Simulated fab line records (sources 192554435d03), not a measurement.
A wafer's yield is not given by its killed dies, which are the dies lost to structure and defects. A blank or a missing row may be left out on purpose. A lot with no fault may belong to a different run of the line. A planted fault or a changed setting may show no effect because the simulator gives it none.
Split-lot study ; flow n5 finfet ; 39 wafers read across 7 lots, on a route 1938 steps long

SPLIT DETAILS
At N5_HKMG_FIN_ALD_36 (deposits TiN, target thk 1 nm, pulse time 1 s, purge time 3 s), the setting ald cycles was moved away from the recipe's 47 on 6 of the 39 wafers read, by -42.6% to +40.4%. All remaining wafers had this setting at the recipe value.

Reading taken at the split's own step.

THE READING
TiN_of_HKMG_FIN_ALD_36.thk nm (the simulator's own value, which no gauge read), in nm, at N5_HKMG_FIN_ALD_36 (deposits TiN, target thk 1 nm, pulse time 1 s, purge time 3 s). No usual value for it is given in the file.

wafer;tool, chamber at the split;ald cycles as run;against the recipe;TiN_of_HKMG_FIN_ALD_36.thk nm, nm;against lot-mates on the recipe
L077.1;ald metal-02, 1,3,0;66;+40.4%;1.4;+0.4
L077.2;ald metal-02, 1,3,0;66;+40.4%;1.4;+0.4
L077.4;ald metal-02, 1,3,0;66;+40.4%;1.4;+0.4
L077.3;ald metal-02, 2,1,0;47;recipe;1;-
L077.5;ald metal-02, 2,1,0;47;recipe;1;-
L077.6;ald metal-02, 2,1,0;47;recipe;1;-
L080.1;ald metal-01, 3,0,1,2,3,0;47;recipe;1;-
L080.2;ald metal-01, 3,0,1,2,3,0;47;recipe;1;-
L080.3;ald metal-01, 3,0,1,2,3,0;47;recipe;1;-
L080.4;ald metal-01, 3,0,1,2,3,0;47;recipe;1;-
L080.5;ald metal-01, 3,0,1,2,3,0;47;recipe;1;-
L080.6;ald metal-01, 3,0,1,2,3,0;47;recipe;1;-
L086.1;ald metal-01, 3,1,0,2,2,3;47;recipe;1;-
L086.2;ald metal-01, 3,1,0,2,2,3;47;recipe;1;-
L086.3;ald metal-01, 3,1,0,2,2,3;47;recipe;1;-
L086.4;ald metal-01, 3,1,0,2,2,3;47;recipe;1;-
L086.5;ald metal-01, 3,1,0,2,2,3;47;recipe;1;-
L086.6;ald metal-01, 3,1,0,2,2,3;47;recipe;1;-
L087.1;ald metal-04, 2,3,1;47;recipe;1;-
L087.3;ald metal-04, 2,3,1;47;recipe;1;-
L087.4;ald metal-04, 2,3,1;47;recipe;1;-
L089.1;ald metal-02, 3,2,1,0,3,0;47;recipe;1;-
L089.2;ald metal-02, 3,2,1,0,3,0;47;recipe;1;-
L089.3;ald metal-02, 3,2,1,0,3,0;47;recipe;1;-
L089.4;ald metal-02, 3,2,1,0,3,0;47;recipe;1;-
L089.5;ald metal-02, 3,2,1,0,3,0;47;recipe;1;-
L089.6;ald metal-02, 3,2,1,0,3,0;47;recipe;1;-
L096.1;ald metal-02, 1,0,3,2,1,2;47;recipe;1;-
L096.2;ald metal-02, 1,0,3,2,1,2;47;recipe;1;-
L096.3;ald metal-02, 1,0,3,2,1,2;47;recipe;1;-
L096.4;ald metal-02, 1,0,3,2,1,2;47;recipe;1;-
L096.5;ald metal-02, 1,0,3,2,1,2;47;recipe;1;-
L096.6;ald metal-02, 1,0,3,2,1,2;47;recipe;1;-
L097.1;ald metal-04, 0,3,3;47;recipe;1;-
L097.4;ald metal-04, 0,3,3;47;recipe;1;-
L097.5;ald metal-04, 0,3,3;47;recipe;1;-
L097.2;ald metal-04, 1,2,0;27;-42.6%;0.6;-0.4
L097.3;ald metal-04, 1,2,0;27;-42.6%;0.6;-0.4
L097.6;ald metal-04, 1,2,0;27;-42.6%;0.6;-0.4
Where a row lists several chambers, the file gives one row for several wafers and doesn't say which wafer went through which chamber.

THE FIT
A straight line over all 39 wafers: TiN_of_HKMG_FIN_ALD_36.thk nm changes by +0.00964 nm for each +1% of ald cycles; r = +1.00; the points scatter about the line by 0.0038 nm.
The same after taking each lot's own level away (the mean of its wafers on the recipe; 39 wafers): +0.00964 nm for each +1%; r = +1.00; scatter 0.0038 nm.
According to that fit, moving ald cycles by its largest amount changes the reading by 0.41 nm.
The lots' own levels span 1.00 to 1.00 nm.
The two slopes agree, so the slope changes little with the lot-to-lot level.
Check: -0.411 nm against its lot-mates is what the line predicts for one of the wafers moved furthest among these (-42.6%) when that wafer is left out of the fit. It came out at -0.4 nm against them.

THESE WAFERS: OTHER SPLITS
Other splits were also applied to these wafers ahead of the reading. Each is held against what the fit with the lots' levels taken away leaves over:
other split on the same wafers;wafers away from the commonest value;r with TiN_of_HKMG_FIN_ALD_36.thk nm (lot level and that fit taken away)
N5_PMOS_HMC_CHANNEL_EPI_HM_DEP_34 target thk a;15;-0.12
N5_DUMMY_GATE_DESCUM_20 time s;15;-0.17
N5_SD_EPI_N_DESCUM_14 time s;15;-0.25

FILE'S OWN FIT
TiN_of_HKMG_FIN_ALD_36.thk nm changes by +0.00963 nm for each +1% of ald cycles, r = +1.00.
